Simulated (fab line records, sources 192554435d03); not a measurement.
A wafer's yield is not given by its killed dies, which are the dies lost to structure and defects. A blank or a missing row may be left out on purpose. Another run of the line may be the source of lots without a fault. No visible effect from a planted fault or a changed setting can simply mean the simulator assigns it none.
Split-lot experiment :: flow n5Finfet :: 7 lots, 21 wafers read, on a route of 1938 steps

## ON THE SPLIT
At N5_BEOL_M11_VIA_ETCH_34 (etches SiCOH lowk in C4F6/O2, target depth 184.5 nm, time 69.2 s), the setting timeS was moved away from the recipe's 69.2 s on 10 of the 21 wafers read, by -8.0% to +19.4%. This setting was run at the recipe's value on the other wafers.

The reading is taken at the split's own step.

## THE READING
SOC_of_BEOL_M11_COAT_63.thkNm (the simulator's own value, which no gauge read), in nm, at N5_BEOL_M11_VIA_ETCH_34 (etches SiCOH lowk in C4F6/O2, target depth 184.5 nm, time 69.2 s). There is no usual value for it anywhere in the file. Average 92.0 nm, standard deviation 0.14 nm, over the 11 wafers here run with the recipe.

wafer: L075.2
tool, chamber at the split: rieDiel-02, 3
timeS as run, s: 81.5
against the recipe: +17.8%
SOC_of_BEOL_M11_COAT_63.thkNm, nm: 90.6
against lot-mates on the recipe: -1.4

wafer: L075.3
tool, chamber at the split: rieDiel-02, 1
timeS as run, s: 81.5
against the recipe: +17.8%
SOC_of_BEOL_M11_COAT_63.thkNm, nm: 90.8
against lot-mates on the recipe: -1.2

wafer: L075.6
tool, chamber at the split: rieDiel-02, 0
timeS as run, s: 69.2
against the recipe: recipe
SOC_of_BEOL_M11_COAT_63.thkNm, nm: 92
against lot-mates on the recipe: -

wafer: L082.2
tool, chamber at the split: rieDiel-02, 1
timeS as run, s: 63.69
against the recipe: -8.0%
SOC_of_BEOL_M11_COAT_63.thkNm, nm: 92.8
against lot-mates on the recipe: +1.0

wafer: L082.5
tool, chamber at the split: rieDiel-02, 1
timeS as run, s: 69.2
against the recipe: recipe
SOC_of_BEOL_M11_COAT_63.thkNm, nm: 91.8
against lot-mates on the recipe: -

wafer: L082.6
tool, chamber at the split: rieDiel-02, 0
timeS as run, s: 69.2
against the recipe: recipe
SOC_of_BEOL_M11_COAT_63.thkNm, nm: 91.8
against lot-mates on the recipe: -

wafer: L081.2
tool, chamber at the split: rieDiel-04, 3
timeS as run, s: 80.49
against the recipe: +16.3%
SOC_of_BEOL_M11_COAT_63.thkNm, nm: 90.8
against lot-mates on the recipe: -1.4

wafer: L081.3
tool, chamber at the split: rieDiel-04, 1
timeS as run, s: 69.2
against the recipe: recipe
SOC_of_BEOL_M11_COAT_63.thkNm, nm: 92.2
against lot-mates on the recipe: -

wafer: L081.6
tool, chamber at the split: rieDiel-04, 2
timeS as run, s: 80.49
against the recipe: +16.3%
SOC_of_BEOL_M11_COAT_63.thkNm, nm: 90.8
against lot-mates on the recipe: -1.4

wafer: L083.2
tool, chamber at the split: rieDiel-02, 2
timeS as run, s: 69.2
against the recipe: recipe
SOC_of_BEOL_M11_COAT_63.thkNm, nm: 92
against lot-mates on the recipe: -

wafer: L083.3
tool, chamber at the split: rieDiel-02, 1
timeS as run, s: 82.6
against the recipe: +19.4%
SOC_of_BEOL_M11_COAT_63.thkNm, nm: 90.8
against lot-mates on the recipe: -1.2

wafer: L083.4
tool, chamber at the split: rieDiel-02, 3
timeS as run, s: 82.6
against the recipe: +19.4%
SOC_of_BEOL_M11_COAT_63.thkNm, nm: 90.8
against lot-mates on the recipe: -1.2

wafer: L086.2
tool, chamber at the split: rieDiel-01, 2
timeS as run, s: 69.2
against the recipe: recipe
SOC_of_BEOL_M11_COAT_63.thkNm, nm: 92
against lot-mates on the recipe: -

wafer: L086.3
tool, chamber at the split: rieDiel-01, 1
timeS as run, s: 69.2
against the recipe: recipe
SOC_of_BEOL_M11_COAT_63.thkNm, nm: 92
against lot-mates on the recipe: -

wafer: L086.6
tool, chamber at the split: rieDiel-01, 1
timeS as run, s: 69.2
against the recipe: recipe
SOC_of_BEOL_M11_COAT_63.thkNm, nm: 92.2
against lot-mates on the recipe: -

wafer: L089.1
tool, chamber at the split: rieDiel-01, 0
timeS as run, s: 79.83
against the recipe: +15.4%
SOC_of_BEOL_M11_COAT_63.thkNm, nm: 91.2
against lot-mates on the recipe: -0.9

wafer: L089.5
tool, chamber at the split: rieDiel-01, 2
timeS as run, s: 69.2
against the recipe: recipe
SOC_of_BEOL_M11_COAT_63.thkNm, nm: 92.2
against lot-mates on the recipe: -

wafer: L089.6
tool, chamber at the split: rieDiel-01, 1
timeS as run, s: 69.2
against the recipe: recipe
SOC_of_BEOL_M11_COAT_63.thkNm, nm: 92
against lot-mates on the recipe: -

wafer: L093.1
tool, chamber at the split: rieDiel-04, 2
timeS as run, s: 74.11
against the recipe: +7.1%
SOC_of_BEOL_M11_COAT_63.thkNm, nm: 92.2
against lot-mates on the recipe: +0.0

wafer: L093.3
tool, chamber at the split: rieDiel-04, 1
timeS as run, s: 74.11
against the recipe: +7.1%
SOC_of_BEOL_M11_COAT_63.thkNm, nm: 91.8
against lot-mates on the recipe: -0.4

wafer: L093.4
tool, chamber at the split: rieDiel-04, 3
timeS as run, s: 69.2
against the recipe: recipe
SOC_of_BEOL_M11_COAT_63.thkNm, nm: 92.2
against lot-mates on the recipe: -

THE FIT
A straight line over all 21 wafers: SOC_of_BEOL_M11_COAT_63.thkNm changes by -0.0705 nm for each +1% of timeS; r = -0.95; the points scatter about the line by 0.21 nm.
The same after taking each lot's own level away (the mean of its wafers on the recipe; 21 wafers): -0.0742 nm for each +1%; r = -0.96; scatter 0.19 nm.
On that fit, the largest move of timeS shifts the reading by 1.4 nm.
The lots' own levels span 91.80 to 92.20 nm, that is 2.8 times the standard deviation above.
Consequently the slope shifts little with the lot-to-lot level, the two slopes agreeing.
Check: for one of the wafers moved furthest among these (+19.4%), held out of the fit, the line's prediction against its lot-mates is -1.4 nm. Against them it came out at -1.2 nm.

## THE OTHER SPLITS THESE WAFERS WENT THROUGH
Note: prior to the reading, these wafers also went through further splits. Each is held against what the fit with the lots' levels taken away leaves over:
other split on the same wafers: N5_BEOL_M11_COAT_05 spinRpm
wafers away from the commonest value: 11
r with SOC_of_BEOL_M11_COAT_63.thkNm (lot level and that fit taken away): -0.26

## THE WHOLE CHAIN: every reading that the file lists as answering this split, in the file's order
step: N5_BEOL_M11_VIA_ETCH_34
what it does: etches SiCOH lowk in C4F6/O2, target depth 184.5 nm, time 69.2 s
reading: etch.depthNm (the simulator's own value, which no gauge read)
change (the file's fit): +1.74 nm for each +1% of the setting
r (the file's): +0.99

step: N5_BEOL_M11_VIA_ETCH_34
what it does: etches SiCOH lowk in C4F6/O2, target depth 184.5 nm, time 69.2 s
reading: SOC_of_BEOL_M11_COAT_63.thkNm (the simulator's own value, which no gauge read)
change (the file's fit): -0.0707 nm for each +1% of the setting
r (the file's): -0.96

## THE FILE'S OWN FIT
SOC_of_BEOL_M11_COAT_63.thkNm changes by -0.0707 nm for each +1% of timeS, r = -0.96.
